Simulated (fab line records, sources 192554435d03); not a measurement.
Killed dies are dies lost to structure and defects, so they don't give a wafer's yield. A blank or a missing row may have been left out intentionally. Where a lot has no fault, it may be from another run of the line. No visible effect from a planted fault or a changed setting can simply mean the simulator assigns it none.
fab line records    flow n5-finfet
record lots=7  wafers=21
route steps=1938 shown WELL_APT@39 FIN_SAQP@100 FIN_CUT@160 DUMMY_GATE@215 SD_EPI_N@288 SD_EPI_P@295 SD_ACTIVATION@330
start-h: start of the lot's first displayed wafer, in hours after the record's first day    wait-h: time in hours since the lot's previous step    " unchanged from the row above    L1.1+2: several wafers, shown together as one row    - either no value or no given start    * or withheld: withheld    < > ~ a bound
route shown NAME@n: names a module that has steps shown in the file, with the first one's number in the route    usual: mean/standard deviation of fault-free wafers    same: alike in all rows    chamber/n: place in a boat    sites: each site's reading    _std_site: standard deviation across them    _edge_site: mean of outer sites minus mean of inner sites    radius-mm: how far each site lies from the wafer's centre    mask NAME#n: copy n    behind: the tool/chamber that last shaped the wafer    hold: why the lot went on hold/how many hours it stayed there/how the hold came to an end    device: which transistor (n, p or np) failed to switch    end of line: tests of these same wafers at the route's end    a step with no rows: only its recipe    killed: the dies lost at the first sort to structure and to defects; this is not the yield of the wafer    map: the dies of a wafer, with x for killed, . for not killed, _ for no die there
set.NAME: setting as actually run; set.NAME@STEP: the setting as run at that earlier step    model.NAME: the simulator's own value behind a step, which no gauge read
lots run with intentionally changed settings; tables by step, rows by wafer
## steps
# step N5_WELL_APT_EXPOSE_22
# recipe mask-id=PWELL  na=0.8  source-shape=conventional  sigma-outer=0.8  polarization=unpolarized  defocus-nm=0  target-cd-nm=200  dose-mj=23.2
lot.wafer   tool            chamber  start-h  wait-h  mask     set.dose-mj
L076.2+3    krf-scanner-01  0        27.12    -       PWELL#0  23.2
L076.6      "               0        "        "       PWELL#0  24.9
L084.1+6    krf-scanner-01  0        75.01    -       PWELL#0  23.2
L084.5      "               0        "        "       PWELL#0  22.54
L088.1+4+5  krf-scanner-02  0        99.11    -       PWELL#0  23.2
L089.2+5+6  krf-scanner-01  0        104.65   -       PWELL#0  23.2
L090.3+6    krf-scanner-02  0        110.94   -       PWELL#0  24.07
L090.5      "               0        "        "       PWELL#0  23.2
L093.2+4+5  krf-scanner-02  0        128.80   -       PWELL#0  23.2
L094.2+4    krf-scanner-01  0        134.79   -       PWELL#0  24.3
L094.6      "               0        "        "       PWELL#0  23.2
# step N5_WELL_APT_PEB_23
# recipe peb-temp-c=130  peb-time-s=90
# step N5_WELL_APT_DEVELOP_24
# recipe develop-time-s=45  rinse-liquid=surfactant-rinse  dry=air-spin  dev-temp-c=21
# step N5_WELL_APT_HARDBAKE_29
# recipe temp-c=130  time-s=120
# step N5_WELL_APT_CD_MEAS_25
# recipe target-cd-nm=200  landing-energy-ev=500  detector=se-inlens
# usual cd-nm=199.5/2.9
lot.wafer  tool       chamber  start-h  wait-h  set.dose-mj@WELL_APT_EXPOSE_22  cd-nm
L076.2     cd-sem-02  0        27.29    -       23.2                            191.7
L076.3     "          0        "        "       23.2                            195.9
L076.6     "          0        "        "       24.9                            208.6
L084.1     cd-sem-01  0        75.18    -       23.2                            199.2
L084.5     "          0        "        "       22.54                           195.4
L084.6     "          0        "        "       23.2                            197.6
L088.1     cd-sem-01  0        99.28    -       23.2                            203.1
L088.4     "          0        "        "       23.2                            203.3
L088.5     "          0        "        "       23.2                            201.4
L089.2     cd-sem-02  0        104.82   -       23.2                            203.1
L089.5     "          0        "        "       23.2                            198.9
L089.6     "          0        "        "       23.2                            200.2
L090.3     cd-sem-01  0        111.10   -       24.07                           206.9
L090.5     "          0        "        "       23.2                            200.6
L090.6     "          0        "        "       24.07                           207.0
L093.2     cd-sem-01  0        128.97   -       23.2                            198.0
L093.4     "          0        "        "       23.2                            202.5
L093.5     "          0        "        "       23.2                            199.3
L094.2     cd-sem-01  0        134.96   -       24.3                            209.3
L094.4     "          0        "        "       24.3                            210.0
L094.6     "          0        "        "       23.2                            201.3
# step N5_WELL_APT_DESCUM_30
# recipe chemistry=O2  time-s=7.9  source-power-w=50  bias-power-w=20  pressure-mtorr=20  rf-frequency-hz=2.712e+07  temp-c=40  o2-flow-sccm=225
lot.wafer  tool         chamber  start-h  wait-h  set.dose-mj@WELL_APT_EXPOSE_22  model.WELL_APT.cd-nm
L076.2     rie-diel-01  1        27.37    0.0     23.2                            192.2
L076.3     "            3        "        "       23.2                            195.6
L076.6     "            3        "        "       24.9                            208.1
L084.1     rie-diel-02  2        75.27    0.0     23.2                            198.8
L084.5     "            0        "        "       22.54                           195.3
L084.6     "            1        "        "       23.2                            197.4
L088.1+4   rie-diel-01  0,2      99.38    0.0     23.2                            203
L088.5     "            1        "        "       23.2                            201.5
L089.2     rie-diel-05  0        104.91   0.0     23.2                            203.1
L089.5     "            1        "        "       23.2                            199
L089.6     "            0        "        "       23.2                            200.6
L090.3     rie-diel-05  0        111.19   0.0     24.07                           207.2
L090.5     "            2        "        "       23.2                            200.2
L090.6     "            1        "        "       24.07                           207.3
L093.2     rie-diel-02  0        129.06   0.0     23.2                            198.2
L093.4     "            3        "        "       23.2                            202.2
L093.5     "            0        "        "       23.2                            199
L094.2     rie-diel-05  3        135.08   0.1     24.3                            209.2
L094.4     "            1        "        "       24.3                            209.6
L094.6     "            1        "        "       23.2                            200.8
# step N5_FIN_SAQP_PECVD_06
# recipe material=a-Si  target-thk-a=600  temp-c=400  precursor=SiH4/He  pressure-torr=3  rf-w=100  time-s=48.1
lot.wafer  tool      chamber  start-h  wait-h  set.time-s  model.a-Si_of_FIN_SAQP_PECVD_06.thk-nm
L076.2     pecvd-04  0        34.51    0.0     48.1        58.87
L076.3     "         0        "        "       48.1        59.59
L076.6     "         1        "        "       41.76       51.97
L084.1     pecvd-03  2        83.14    0.0     48.1        58.69
L084.5     "         1        "        "       43.16       53.52
L084.6     "         0        "        "       48.1        60.78
L088.1     pecvd-01  2        105.41   0.0     50.61       62.97
L088.4     "         1        "        "       48.1        58.93
L088.5     "         2        "        "       50.61       64.12
L089.2     pecvd-04  0        110.74   0.0     48.1        58.95
L089.5     "         2        "        "       48.1        59.39
L089.6     "         0        "        "       48.1        60.2
L090.3     pecvd-01  2        117.40   0.0     48.1        60.1
L090.5     "         2        "        "       48.1        60.55
L090.6     "         0        "        "       54.96       69.18
L093.2     pecvd-04  1        136.07   0.0     48.1        58.48
L093.4     "         1        "        "       48.1        60.44
L093.5     "         0        "        "       48.1        60.11
L094.2     pecvd-01  2        140.75   0.0     48.1        59.08
L094.4     "         1        "        "       54.73       67.76
L094.6     "         0        "        "       54.73       68.95
# step N5_FIN_SAQP_THK_MEAS_07
# usual thk-nm=59.8/0.81
lot.wafer  tool           chamber  start-h  wait-h  set.time-s@FIN_SAQP_PECVD_06  thk-nm
L076.2     film-metro-01  -        34.63    0.1     48.1                          58.9
L076.3     "              -        "        "       48.1                          59.6
L076.6     "              -        "        "       41.76                         52.0
L084.1     film-metro-02  -        83.23    0.1     48.1                          58.7
L084.5     "              -        "        "       43.16                         53.5
L084.6     "              -        "        "       48.1                          60.8
L088.1     film-metro-01  -        105.49   0.1     50.61                         63.0
L088.4     "              -        "        "       48.1                          58.9
L088.5     "              -        "        "       50.61                         64.1
L089.2     film-metro-02  -        110.86   0.1     48.1                          59.0
L089.5     "              -        "        "       48.1                          59.4
L089.6     "              -        "        "       48.1                          60.2
L090.3     film-metro-02  -        117.49   0.1     48.1                          60.1
L090.5     "              -        "        "       48.1                          60.5
L090.6     "              -        "        "       54.96                         69.2
L093.2     film-metro-02  -        136.16   0.1     48.1                          58.5
L093.4     "              -        "        "       48.1                          60.5
L093.5     "              -        "        "       48.1                          60.1
L094.2     film-metro-01  -        140.84   0.1     48.1                          59.1
L094.4     "              -        "        "       54.73                         67.8
L094.6     "              -        "        "       54.73                         69.0
# step N5_FIN_SAQP_DEVELOP_15
# recipe develop-time-s=30  developer=TMAH  resist=CAR-ArF  dev-temp-c=23  rinse-liquid=diw  dry=air-spin
lot.wafer   tool            chamber  start-h  wait-h  set.develop-time-s
L076.2+3+6  litho-track-01  0        -        -       30
L084.1+5+6  litho-track-02  0        -        -       32.82
L088.1+4+5  litho-track-05  0        -        -       30
L089.2+5+6  litho-track-05  0        -        -       30
L090.3      litho-track-01  0        -        -       36.31
L090.5+6    "               0        "        "       30
L093.2      litho-track-01  0        -        -       34.46
L093.4+5    "               0        "        "       30
L094.2      litho-track-01  0        -        -       26.17
L094.4+6    "               0        "        "       30
# step N5_FIN_SAQP_HM_OPEN_73
# recipe chemistry=CHF3/O2  target=SiO2  stop-on=a-Si  target-depth-a=120  over-etch-frac=1.8  mask-material=SOC  time-s=16.8  pressure-mtorr=30  source-w=650  bias-w=170  Ar_flow_sccm=200  CHF3_flow_sccm=50  O2_flow_sccm=5  ion-energy-ev=200  ends=end-point
# step N5_FIN_SAQP_STRIP_74
# recipe chemistry=CHF3/O2  resist=SiARC  rf-frequency-hz=6e+07
# step N5_FIN_SAQP_MANDREL_ETCH_22
# recipe target-depth-a=600  chemistry=HBr/Cl2  target=a-Si  stop-on=SiNx  bt-time-s=10  over-etch-frac=0.5  time-s=30  pressure-mtorr=10  icp-w=800  bias-w=75  HBr_flow_sccm=150  Cl2_flow_sccm=80  ends=end-point
# usual oes-product-au=0.764/0.012
lot.wafer  tool       chamber  start-h  wait-h  set.time-s@FIN_SAQP_PECVD_06  oes-product-au  model.etch.depth-nm
L076.2     rie-si-05  1        35.40    0.0     48.1                          0.757           58.86
L076.3     "          0        "        "       48.1                          0.773           59.47
L076.6     "          3        "        "       41.76                         0.700           51.96
L084.1     rie-si-05  2        84.09    0.0     48.1                          0.765           58.69
L084.5     "          0        "        "       43.16                         0.722           53.52
L084.6     "          1        "        "       48.1                          0.767           60.76
L088.1     rie-si-05  1        106.45   0.0     50.61                         0.790           62.96
L088.4     "          2        "        "       48.1                          0.767           58.93
L088.5     "          1        "        "       50.61                         0.783           64.1
L089.2     rie-si-03  1        111.74   0.0     48.1                          0.759           58.95
L089.5     "          1        "        "       48.1                          0.759           59.39
L089.6     "          0        "        "       48.1                          0.759           60.18
L090.3     rie-si-03  3        118.35   0.0     48.1                          0.751           60.1
L090.5     "          0        "        "       48.1                          0.758           60.55
L090.6     "          1        "        "       54.96                         0.832           69.18
L093.2     rie-si-03  0        136.90   0.0     48.1                          0.743           58.37
L093.4     "          1        "        "       48.1                          0.773           60.43
L093.5     "          3        "        "       48.1                          0.748           59.99
L094.2     rie-si-05  1        141.71   0.0     48.1                          0.748           59.01
L094.4     "          2        "        "       54.73                         0.840           67.76
L094.6     "          1        "        "       54.73                         0.828           68.95
# step N5_FIN_CUT_EXPOSE_05
# recipe mask-id=FIN_CUT  na=0.33  source-shape=annular  sigma-inner=0.35  sigma-outer=0.8  polarization=unpolarized  dose-mj=45.75
lot.wafer   tool            chamber  start-h  wait-h  mask       set.dose-mj
L076.2+3+6  euv-scanner-01  0        41.76    -       FIN_CUT#0  45.75
L084.1+5    euv-scanner-02  0        88.87    -       FIN_CUT#0  45.75
L084.6      "               0        "        "       FIN_CUT#0  48.39
L088.1+4+5  euv-scanner-02  0        110.61   -       FIN_CUT#0  45.75
L089.2+5+6  euv-scanner-01  0        116.38   -       FIN_CUT#0  45.75
L090.3+5+6  euv-scanner-01  0        123.02   -       FIN_CUT#0  45.75
L093.2+4+5  euv-scanner-01  0        141.18   -       FIN_CUT#0  45.75
L094.2+6    euv-scanner-01  0        147.29   -       FIN_CUT#0  43.79
L094.4      "               0        "        "       FIN_CUT#0  45.75
# step N5_FIN_CUT_PEB_06
# recipe peb-temp-c=100  peb-time-s=60  resist=CAR-EUV
# step N5_FIN_CUT_DEVELOP_07
# recipe develop-time-s=30  developer=TMAH  resist=CAR-EUV  rinse-liquid=surfactant-rinse  dry=air-spin  dev-temp-c=23
# step N5_FIN_CUT_DESCUM_13
# recipe chemistry=O2  time-s=7  source-power-w=50  bias-power-w=20  pressure-mtorr=20  rf-frequency-hz=2.712e+07  temp-c=40  resist=CAR-EUV  o2-flow-sccm=225
# step N5_FIN_CUT_ETCH_30
# recipe chemistry=N2/H2  target=underlayer  target-depth-a=130  mask-material=CAR-EUV  time-s=10.4  ion-energy-ev=200  pressure-mtorr=30  source-w=840  bias-w=150  n2-flow-sccm=200  h2-flow-sccm=200  ends=cleared
lot.wafer  tool         chamber  start-h  wait-h  set.dose-mj@FIN_CUT_EXPOSE_05  model.FIN_CUT.cd-offset-nm
L076.2+6   rie-diel-04  3        42.04    0.0     45.75                          -0.4
L076.3     "            0        "        "       45.75                          -0.2
L084.1     rie-diel-06  1        89.24    0.0     45.75                          0
L084.5     "            2        "        "       45.75                          -0.2
L084.6     "            1        "        "       48.39                          0.8
L088.1     rie-diel-06  3        110.90   0.0     45.75                          -0.4
L088.4     "            0        "        "       45.75                          0
L088.5     "            1        "        "       45.75                          -0.2
L089.2+5   rie-diel-03  0,1      116.67   0.0     45.75                          -0.2
L089.6     "            2        "        "       45.75                          -0.4
L090.3+6   rie-diel-04  2        123.35   0.0     45.75                          -0.2
L090.5     "            3        "        "       45.75                          -0.4
L093.2+5   rie-diel-03  0,3      141.50   0.0     45.75                          0
L093.4     "            3        "        "       45.75                          -0.2
L094.2     rie-diel-03  2        147.58   0.0     43.79                          -1.2
L094.4     "            3        "        "       45.75                          -0.4
L094.6     "            1        "        "       43.79                          -1
# step N5_FIN_CUT_ETCH_20
# recipe chemistry=CF4  target=SiARC  target-depth-a=260  mask-material=CAR-EUV  time-s=43.3  ion-energy-ev=80  pressure-mtorr=40  source-w=545  bias-w=36  Ar_flow_sccm=100  cf4-flow-sccm=100  ends=cleared
lot.wafer   tool         chamber  start-h  wait-h  set.dose-mj@FIN_CUT_EXPOSE_05  model.FIN_CUT.cd-offset-nm
L076.2      rie-diel-04  3        42.06    0.0     45.75                          -0.2
L076.3+6    "            0,3      "        "       45.75                          -0.4
L084.1      rie-diel-06  1        89.26    0.0     45.75                          0
L084.5      "            2        "        "       45.75                          -0.2
L084.6      "            1        "        "       48.39                          0.6
L088.1+5    rie-diel-06  3,1      110.92   0.0     45.75                          -0.2
L088.4      "            0        "        "       45.75                          0
L089.2+6    rie-diel-03  0,2      116.69   0.0     45.75                          -0.4
L089.5      "            1        "        "       45.75                          -0.2
L090.3+5+6  rie-diel-04  2,3,2    123.37   0.0     45.75                          -0.2
L093.2+4    rie-diel-03  0,3      141.52   0.0     45.75                          -0.2
L093.5      "            3        "        "       45.75                          0.2
L094.2+6    rie-diel-03  2,1      147.60   0.0     43.79                          -1
L094.4      "            3        "        "       45.75                          -0.2
# step N5_DUMMY_GATE_CVD_03
# recipe material=a-Si  target-thk-a=1500  temp-c=530  precursor=SiH4  time-s=8042
lot.wafer  tool      chamber  start-h  wait-h  set.temp-c  model.a-Si_of_DUMMY_GATE_CVD_03.thk-nm
L076.2     -         -        -        0.1     530         151.6
L076.3     "         -        "        "       530         151.2
L076.6     "         -        "        "       530         153.4
L084.1     -         -        -        0.1     520.6       117
L084.5     "         -        "        "       520.6       117.8
L084.6     "         -        "        "       520.6       116.2
L088.1     -         -        -        0.9     547.1       237.4
L088.4     "         -        "        "       547.1       239.2
L088.5     "         -        "        "       547.1       239.6
L089.2     lpcvd-02  1/20     126.68   0.1     530         149.6
L089.5     "         1/34     "        "       530         148.8
L089.6     "         1/39     "        "       530         149.4
L090.3     -         -        -        0.1     530         148.8
L090.5     "         -        "        "       530         149.4
L090.6     "         -        "        "       530         150.4
L093.2     -         -        -        0.1     522.8       122
L093.4     "         -        "        "       522.8       123
L093.5     "         -        "        "       522.8       121.8
L094.2     -         -        -        0.1     552.9       278.6
L094.4     "         -        "        "       552.9       279
L094.6     "         -        "        "       552.9       280.4
# step N5_DUMMY_GATE_PRECLEAN_46
# recipe chemistry=DIW  time-s=89.5  temp-c=23
# step N5_DUMMY_GATE_SRD_47
# recipe dry-time-s=32  dry=n2-spin  spin-rpm=1500
# step N5_DUMMY_GATE_CMP_04
# recipe material=a-Si  post-cmp-clean=alkaline-brush
# usual time-to-endpoint-s=13.5/2.2
lot.wafer  tool    chamber  start-h  wait-h  set.temp-c@DUMMY_GATE_CVD_03  time-to-endpoint-s
L076.2     cmp-01  2        56.74    0.0     530                           13.3
L076.3     "       1        "        "       530                           14.0
L076.6     "       3        "        "       530                           13.0
L084.1     cmp-01  2        104.26   0.1     520.6                         12.4
L084.5     "       1        "        "       520.6                         9.0
L084.6     "       2        "        "       520.6                         9.1
L088.4     cmp-04  2        125.60   0.0     547.1                         30.5
L088.1     "       3        "        "       547.1                         30.2
L088.5     "       3        "        "       547.1                         27.7
L089.2     cmp-02  3        130.42   0.0     530                           14.7
L089.6     "       3        "        "       530                           16.0
L089.5     "       0        "        "       530                           15.6
L090.3     cmp-02  1        137.34   0.1     530                           14.2
L090.6     "       0        "        "       530                           14.2
L090.5     "       1        "        "       530                           14.3
L093.4     cmp-02  0        155.52   0.1     522.8                         10.1
L093.2     "       1        "        "       522.8                         8.7
L093.5     "       3        "        "       522.8                         9.5
L094.4     cmp-02  3        161.29   0.1     552.9                         41.9
L094.2     "       1        "        "       552.9                         41.1
L094.6     "       3        "        "       552.9                         40.4
# step N5_DUMMY_GATE_COAT_35
# recipe resist=SiARC  temp-c=220  time-s=60  spin-rpm=1500  resist-thk-nm=10
lot.wafer   tool            chamber  start-h  wait-h  set.spin-rpm  model.SiARC_of_DUMMY_GATE_COAT_35.thk-nm
L076.2+3+6  litho-track-05  0        -        -       1500          10
L084.1+5    litho-track-05  0        -        -       1354          10.6
L084.6      "               0        "        "       1500          10
L088.1+4+5  litho-track-05  0        -        -       1500          10
L089.2+5+6  litho-track-04  0        -        -       1500          10
L090.3+6    litho-track-04  0        -        -       1332          10.6
L090.5      "               0        "        "       1500          10
L093.2+5    litho-track-05  0        -        -       1500          10
L093.4      "               0        "        "       1500          10.2
L094.2+4    litho-track-05  0        -        -       1421          10.2
L094.6      "               0        "        "       1421          10.4
# step N5_SD_EPI_N_EPI_21
# recipe material=Si:P  dopant=P  temp-c=680  pressure-torr=255  time-s=690
lot.wafer  tool          chamber  start-h  wait-h  set.epi-growth-time-s  model.Si-P_of_SD_EPI_N_EPI_21.thk-nm
L076.2     epi-rpcvd-02  0        66.20    0.4     690                    58.4
L076.3     "             0        "        "       690                    58.2
L076.6     "             0        "        "       690                    58.8
L084.1     epi-rpcvd-03  0        114.65   0.1     690                    59.2
L084.5     "             0        115.77   1.1     690                    58.4
L084.6     "             0        "        "       690                    58.8
L088.1     epi-rpcvd-01  0        134.49   0.2     690                    57.2
L088.4     "             0        135.61   1.2     690                    58.2
L088.5     "             0        "        "       690                    57.8
L089.2     epi-rpcvd-01  0        139.68   0.4     690                    59.4
L089.5     "             0        "        "       690                    58.4
L089.6     "             0        "        "       690                    59.6
L090.3     epi-rpcvd-03  0        146.94   0.7     690                    58.2
L090.5     "             0        "        "       654.2                  55.6
L090.6     "             0        "        "       690                    58.4
L093.2     epi-rpcvd-01  0        165.02   0.5     690                    59
L093.4     "             0        "        "       690                    58.6
L093.5     "             0        "        "       690                    58.8
L094.2+6   epi-rpcvd-01  0        170.39   0.5     648.9                  55.8
L094.4     "             0        "        "       690                    58
# step N5_SD_EPI_P_COAT_34
# recipe resist=SOC  temp-c=250  time-s=60  spin-rpm=1500  resist-thk-nm=350
lot.wafer   tool            chamber  start-h  wait-h  set.temp-c
L076.2      litho-track-03  0        68.24    0.0     250
L076.3+6    "               0        "        "       259.8
L084.1      litho-track-04  0        116.95   0.0     256.6
L084.5+6    "               0        "        "       250
L088.1+5    litho-track-01  0        137.36   0.0     253.4
L088.4      "               0        "        "       250
L089.2+5+6  litho-track-01  0        141.76   0.0     250
L090.3+5+6  litho-track-03  0        148.73   0.0     250
L093.2+4    litho-track-03  0        167.70   0.0     242.4
L093.5      "               0        "        "       250
L094.2      litho-track-01  0        172.88   0.0     239.4
L094.4+6    "               0        "        "       250
# step N5_SD_EPI_P_COAT_35
# recipe resist=SiARC  temp-c=220  time-s=60  spin-rpm=1500  resist-thk-nm=35
# step N5_SD_EPI_P_COAT_03
# recipe resist=CAR-ArF-block  spin-rpm=1500  resist-thk-nm=150
# step N5_SD_EPI_P_EPI_21
# recipe material=SiGe:B  dopant=B  temp-c=550  pressure-torr=20  ambient=H2  time-s=355
# step N5_SD_EPI_P_HM_STRIP_48
# recipe chemistry=H3PO4  temp-c=160  material=SiNx  target=SiNx  target-depth-a=30  overetch-fraction=0.3
lot.wafer  tool          chamber  start-h  wait-h  set.epi-growth-time-s@SD_EPI_N_EPI_21  model.Si-P_of_SD_EPI_N_EPI_21.thk-nm
L076.2     wet-bench-04  5        72.30    0.0     690                                    57.8
L076.3     "             4        "        "       690                                    57.6
L076.6     "             6        "        "       690                                    58
L084.1     wet-bench-05  1        121.85   0.0     690                                    58.4
L084.5     "             0        "        "       690                                    57.8
L084.6     "             5        "        "       690                                    58.2
L088.1     wet-bench-05  2        141.27   0.0     690                                    56.6
L088.4     "             3        "        "       690                                    57.6
L088.5     "             7        "        "       690                                    57.2
L089.2+6   wet-bench-02  0,4      145.80   0.0     690                                    58.8
L089.5     "             1        "        "       690                                    57.6
L090.3+6   wet-bench-02  1,2      153.10   0.0     690                                    57.6
L090.5     "             7        "        "       654.2                                  55
L093.2     wet-bench-05  0        171.74   0.0     690                                    58.4
L093.4+5   "             4,7      "        "       690                                    58
L094.2     wet-bench-05  1        176.95   0.0     648.9                                  55
L094.4     "             6        "        "       690                                    57.4
L094.6     "             4        "        "       648.9                                  55.2
# step N5_SD_EPI_P_SRD_49
# recipe dry=ipa-marangoni  time-s=30  temp-c=23  rinse-liquid=diw
# step N5_SD_EPI_P_PRECLEAN_24
# recipe chemistry=O3/DIW  time-s=45  temp-c=22  o3-ppm=10
# step N5_SD_ACTIVATION_RTA_00
# recipe temp-c=975  time-s=0  ambient=N2  idle-temp-c=600  ramp-up-c-per-s=150  ramp-down-c-per-s=60  cool-to-c=600
# step N5_SD_ACTIVATION_LSA_01
# recipe temp-c=1080  time-s=0.0008  ambient=N2
# step N5_SD_ACTIVATION_RS_MEAS_03
# recipe thk-meas-gauge=four-point-probe
# usual RS_SD_N=22.0/0.33  RS_SD_P=55.9/0.95
lot.wafer  tool           chamber  start-h  wait-h  set.epi-growth-time-s@SD_EPI_N_EPI_21  RS_SD_N[ohm/sq]  RS_SD_P[ohm/sq]
L076.2     film-metro-02  -        72.88    0.2     690                                    22.1             55.3
L076.3     "              -        "        "       690                                    22.2             54.7
L076.6     "              -        "        "       690                                    22.0             54.9
L084.1     film-metro-02  -        122.51   0.2     690                                    21.8             55.0
L084.5     "              -        "        "       690                                    21.9             55.8
L084.6     "              -        "        "       690                                    21.9             55.8
L088.1     film-metro-01  -        141.97   0.2     690                                    22.6             57.7
L088.4     "              -        "        "       690                                    22.5             55.9
L088.5     "              -        "        "       690                                    22.6             56.7
L089.2     film-metro-01  -        146.39   0.2     690                                    21.8             56.3
L089.5     "              -        "        "       690                                    22.2             55.3
L089.6     "              -        "        "       690                                    21.8             56.1
L090.3     film-metro-01  -        153.72   0.2     690                                    22.6             57.2
L090.5     "              -        "        "       654.2                                  23.6             56.8
L090.6     "              -        "        "       690                                    22.5             57.5
L093.2     film-metro-01  -        172.33   0.2     690                                    21.9             54.7
L093.4     "              -        "        "       690                                    22.2             54.4
L093.5     "              -        "        "       690                                    22.2             56.1
L094.2     film-metro-01  -        177.70   0.2     648.9                                  23.1             55.2
L094.4     "              -        "        "       690                                    22.4             55.1
L094.6     "              -        "        "       648.9                                  23.3             56.1
## key
split step=N5_WELL_APT_EXPOSE_22  setting=dose-mj  stated=23.2  by=wafer
response step=N5_WELL_APT_CD_MEAS_25  reading=cd-nm  change=+1.84  per=1%  r=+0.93
response step=N5_WELL_APT_DESCUM_30  reading=model.WELL_APT.cd-nm  change=+1.83  per=1%  r=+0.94
split step=N5_FIN_SAQP_PECVD_06  setting=time-s  stated=48.1  by=wafer
response step=N5_FIN_SAQP_PECVD_06  reading=model.a-Si_of_FIN_SAQP_PECVD_06.thk-nm  change=+0.625  per=1%  r=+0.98
response step=N5_FIN_SAQP_THK_MEAS_07  reading=thk-nm  change=*  per=1%  r=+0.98
response step=N5_FIN_SAQP_MANDREL_ETCH_22  reading=oes-product-au  change=+0.00526  per=1%  r=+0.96
response step=N5_FIN_SAQP_MANDREL_ETCH_22  reading=model.etch.depth-nm  change=+0.625  per=1%  r=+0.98
split step=N5_FIN_SAQP_DEVELOP_15  setting=develop-time-s  stated=30  by=wafer
response none clear
split step=N5_FIN_CUT_EXPOSE_05  setting=dose-mj  stated=45.75  by=wafer
response step=N5_FIN_CUT_ETCH_30  reading=model.FIN_CUT.cd-offset-nm  change=+0.159  per=1%  r=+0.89
response step=N5_FIN_CUT_ETCH_20  reading=model.FIN_CUT.cd-offset-nm  change=+0.145  per=1%  r=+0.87
split step=N5_DUMMY_GATE_CVD_03  setting=temp-c  stated=530  by=lot
response step=N5_DUMMY_GATE_CVD_03  reading=model.a-Si_of_DUMMY_GATE_CVD_03.thk-nm  change=+26.9  per=1%  r=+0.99
response step=N5_DUMMY_GATE_CMP_04  reading=time-to-endpoint-s  change=*  per=1%  r=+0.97
split step=N5_DUMMY_GATE_COAT_35  setting=spin-rpm  stated=1500  by=wafer
response step=N5_DUMMY_GATE_COAT_35  reading=model.SiARC_of_DUMMY_GATE_COAT_35.thk-nm  change=-0.057  per=1%  r=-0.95
split step=N5_SD_EPI_N_EPI_21  setting=epi-growth-time-s  stated=690  by=wafer
response step=N5_SD_EPI_N_EPI_21  reading=model.Si-P_of_SD_EPI_N_EPI_21.thk-nm  change=+0.435  per=1%  r=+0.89
response step=N5_SD_EPI_P_HM_STRIP_48  reading=model.Si-P_of_SD_EPI_N_EPI_21.thk-nm  change=+0.436  per=1%  r=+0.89
response step=N5_SD_ACTIVATION_RS_MEAS_03  reading=RS_SD_N  change=-0.166  per=1%  r=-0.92
split step=N5_SD_EPI_P_COAT_34  setting=temp-c  stated=250  by=wafer
response none clear
